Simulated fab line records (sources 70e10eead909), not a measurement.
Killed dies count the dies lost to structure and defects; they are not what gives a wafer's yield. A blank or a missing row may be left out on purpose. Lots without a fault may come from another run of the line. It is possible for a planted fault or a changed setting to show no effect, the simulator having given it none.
A lot that was struck, set against a sound lot :: flow nand_harc :: 14 out of 1302 route steps
Sound: the wafers L554.1, L554.5, L554.6. Wafers struck: L553.1, L553.3, L553.6. At the end, the cause is stated.
Each step with rows lists, per side, the tool, then ch with its chambers, then its first start. Under that, the readings that differ: sound wafers :: struck wafers :: difference of the means :: sigmas: that difference in standard deviations of wafers without a fault.
alike: readings whose means differ by less than 2 such deviations, and words and numbers that are the same on both sides. not compared: withheld readings, readings that some wafer has no value for, bounds like >300 that may hide the same value, and numbers for which the record gives no deviation and whose values overlap.
Wherever a step has rows on one side only, a row that says differs or no value, or a row with sigmas, the two part there. Numbers that don't overlap but have no deviation are shown without sigmas and don't part them. Lack of a reading on every wafer of one side parts them only where that side has two or more wafers.

NHARC_A_CHANNEL_FILL_D2_ALD_02: deposits SiO2, target thk 6 nm, pulse time 10 s, ald cycles 60.
  sound on ald_hk-01 ch 0,1,3, day 17 17:33; struck on ald_hk-01 ch 0,3, day 17 15:57
  alike: heater_power_w, precursor_pulse_height_rel
  not compared: since_wet_clean_h
NHARC_A_CHANNEL_FILL_D2_ALD_03: deposits SiNx, target thk 6 nm, pulse time 60 s, ald cycles 58.
  sound: ald_sin_batch-02 ch 0; struck: ald_sin_batch-02 ch 0
  alike: precursor_pulse_height_rel
then, 1 step without rows for these wafers: NHARC_A_CHANNEL_FILL_D2_ALD_14 (deposits SiO2, target thk 2.5 nm, pulse time 10 s, ald cycles 25).
NHARC_A_CHANNEL_FILL_D2_ALD_15: deposits SiNx, target thk 2 nm, pulse time 60 s, ald cycles 19.
  sound: ald_sin_batch-02 ch 0; struck: ald_sin_batch-02 ch 0
  alike: precursor_pulse_height_rel
then, 3 steps without rows for these wafers: NHARC_A_CHANNEL_FILL_D2_ALD_16 (deposits SiO2, target thk 1.5 nm, pulse time 10 s, ald cycles 15); NHARC_A_CHANNEL_FILL_D2_ANNEAL_17 (time 1800 s); NHARC_A_CHANNEL_FILL_D2_CVD_18 (deposits poly-Si, target thk 3 nm).
NHARC_A_CHANNEL_FILL_D2_ETCHBACK_19: etches the open film in HBr/Cl2, target depth 5 nm, time 1.7 s.
  sound on rie_si-01 ch 0,2,3, day 18 17:11; struck on rie_si-05 ch 0,2, day 18 17:09
  alike: drypump_motor_current_A, oes_product_au, throttle_valve_pct
  not compared: rf_hours_counter_h
then, 1 step without rows for these wafers: NHARC_A_CHANNEL_FILL_D2_ETCHBACK_20 (etches the open film in C4F8/O2/Ar, target depth 27 nm, time 13.5 s).
NHARC_A_CHANNEL_FILL_D2_STRIP_28: strips in O2, time 20 s.
  sound on rie_diel-06 ch 1,2,3, day 18 17:26; struck on rie_diel-06 ch 1,2, day 18 17:23
reading: throttle_valve_pct (%)
sound: 17.021 17.015 17.018
struck: 17.038 17.054 17.046
difference: +0.028
sigmas: +3
  alike: drypump_motor_current_A, o2_flow_sccm, oes_product_au, rf_vpp_V, showerhead_plenum_p_Torr
  not compared: rf_hours_counter_h
then, 2 steps without rows for these wafers: NHARC_A_CHANNEL_FILL_D2_PRECLEAN_21 (cleans in dHF, time 30 s); NHARC_A_CHANNEL_FILL_D2_SRD_23.
NHARC_A_CHANNEL_FILL_D2_CVD_05: deposits poly-Si, target thk 5 nm.
  sound on lpcvd_poly-04 ch 0, day 18 20:19; struck on lpcvd_poly-04, day 18 20:19
  no value came back on the struck wafers for spike_tc_bottom_C (C), spike_tc_centre_C (C), spike_tc_lower_C (C); on the sound wafers spike_tc_bottom_C (C) reads 570.8 571.2 571.9
then, 1 step without rows for these wafers: NHARC_A_CHANNEL_FILL_D2_ANNEAL_22 (time 7200 s).

## WHERE THEY PART
First at NHARC_A_CHANNEL_FILL_D2_STRIP_28; last, within this record, at NHARC_A_CHANNEL_FILL_D2_CVD_05.

WHY: whatever the simulator had introduced
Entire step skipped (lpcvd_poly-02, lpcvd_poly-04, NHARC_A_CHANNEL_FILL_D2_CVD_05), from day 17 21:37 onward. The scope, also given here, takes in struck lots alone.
